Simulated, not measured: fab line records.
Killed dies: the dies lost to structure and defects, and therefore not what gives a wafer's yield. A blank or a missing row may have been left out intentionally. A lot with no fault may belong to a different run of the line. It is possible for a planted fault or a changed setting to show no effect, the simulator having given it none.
Split-lot experiment    flow n5-finfet    21 wafers read from 7 lots, route of 1938 steps

## THE SPLIT
At N5_BEOL_M0_SAQP_ETCH_106 (etches SOC in N2/H2, stops on SiNx, target depth 150 nm), the setting target-depth-a was moved away from the recipe's 1500 angstrom on 7 of the 21 wafers read, by -9.8% to -4.2%. All remaining wafers had this setting at the recipe value.

No step appears in the file between the split and the reading.

## THE READING
SOC_of_BEOL_M0_SAQP_COAT_105.thk-nm (the simulator's own value, which no gauge read), in nm, at N5_BEOL_M0_SAQP_ETCH_107 (etches SiNx in CH3F/O2, target depth 30 nm). No usual value for it is given in the file. The 14 wafers here that ran the recipe average 13.5 nm, standard deviation 1.7 nm.

wafer   tool, chamber at the split  target-depth-a as run, angstrom  against the recipe  SOC_of_BEOL_M0_SAQP_COAT_105.thk-nm, nm  against lot-mates on the recipe
L074.3  rie-diel-06, 2              1500                             recipe              15                                       -
L074.4  rie-diel-06, 0              1500                             recipe              12                                       -
L074.6  rie-diel-06, 3              1500                             recipe              14.8                                     -
L076.1  rie-diel-03, 3              1500                             recipe              12.8                                     -
L076.2  rie-diel-03, 1              1437                             -4.2%               16.4                                     +3.6
L076.6  rie-diel-03, 0              1437                             -4.2%               19                                       +6.2
L078.1  rie-diel-06, 0              1500                             recipe              11.6                                     -
L078.3  rie-diel-06, 3              1500                             recipe              14                                       -
L078.5  rie-diel-06, 1              1500                             recipe              13.4                                     -
L086.3  rie-diel-05, 2              1353                             -9.8%               17.8                                     +8.4
L086.4  rie-diel-05, 2              1500                             recipe              9.4                                      -
L086.5  rie-diel-05, 3              1353                             -9.8%               19.8                                     +10.4
L093.4  rie-diel-03, 2              1500                             recipe              15.2                                     -
L093.5  rie-diel-03, 1              1500                             recipe              13.2                                     -
L093.6  rie-diel-03, 0              1500                             recipe              16                                       -
L095.4  rie-diel-05, 2              1408                             -6.1%               14.6                                     +1.6
L095.5  rie-diel-05, 0              1500                             recipe              13                                       -
L095.6  rie-diel-05, 3              1408                             -6.1%               17.2                                     +4.2
L097.1  rie-diel-06, 3              1500                             recipe              14.2                                     -
L097.3  rie-diel-06, 2              1500                             recipe              14.6                                     -
L097.6  rie-diel-06, 3              1411                             -5.9%               19.2                                     +4.8

FIT RESULTS
A straight line over all 21 wafers: SOC_of_BEOL_M0_SAQP_COAT_105.thk-nm changes by -0.58 nm for each +1% of target-depth-a; r = -0.75; the points scatter about the line by 1.8 nm.
The same after taking each lot's own level away (the mean of its wafers on the recipe; 21 wafers): -0.86 nm for each +1%; r = -0.91; scatter 1.4 nm.
According to that fit, moving target-depth-a by its largest amount changes the reading by 8.4 nm.
The lots' own levels span 9.40 to 14.80 nm, that is 3.3 times the standard deviation above.
So the lot-to-lot level blurs the effect unless lot-mates are compared.
Check: for one of the wafers moved furthest among these (-9.8%), held out of the fit, the line's prediction against its lot-mates is +8.41 nm. It came out at +8.4 nm against them.

## OTHER SPLITS ON THESE WAFERS
Before the reading, these wafers also passed through other splits. Each is held against what the fit with the lots' levels taken away leaves over:
other split on the same wafers          wafers away from the commonest value  r with SOC_of_BEOL_M0_SAQP_COAT_105.thk-nm (lot level and that fit taken away)
N5_SDB_COAT_03 spin-rpm                 8                                     -0.11
N5_SDB_COAT_05 spin-rpm                 5                                     +0.12
N5_HKMG_FIN_COAT_06 spin-rpm            6                                     +0.27
N5_MOL_CONTACT_COAG_ALD_133 ald-cycles  7                                     -0.03

## THE WHOLE CHAIN: every reading that the file lists as answering this split, in the file's order
step                      what it does                                             reading                                                                               change (the file's fit)                r (the file's)
N5_BEOL_M0_SAQP_ETCH_106  etches SOC in N2/H2, stops on SiNx, target depth 150 nm  SOC_of_BEOL_M0_SAQP_COAT_105.thk-nm (the simulator's own value, which no gauge read)  -0.834 nm for each +1% of the setting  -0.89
N5_BEOL_M0_SAQP_ETCH_107  etches SiNx in CH3F/O2, target depth 30 nm               SOC_of_BEOL_M0_SAQP_COAT_105.thk-nm (the simulator's own value, which no gauge read)  -0.852 nm for each +1% of the setting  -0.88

## FILE'S OWN FIT
SOC_of_BEOL_M0_SAQP_COAT_105.thk-nm changes by -0.852 nm for each +1% of target-depth-a, r = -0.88.
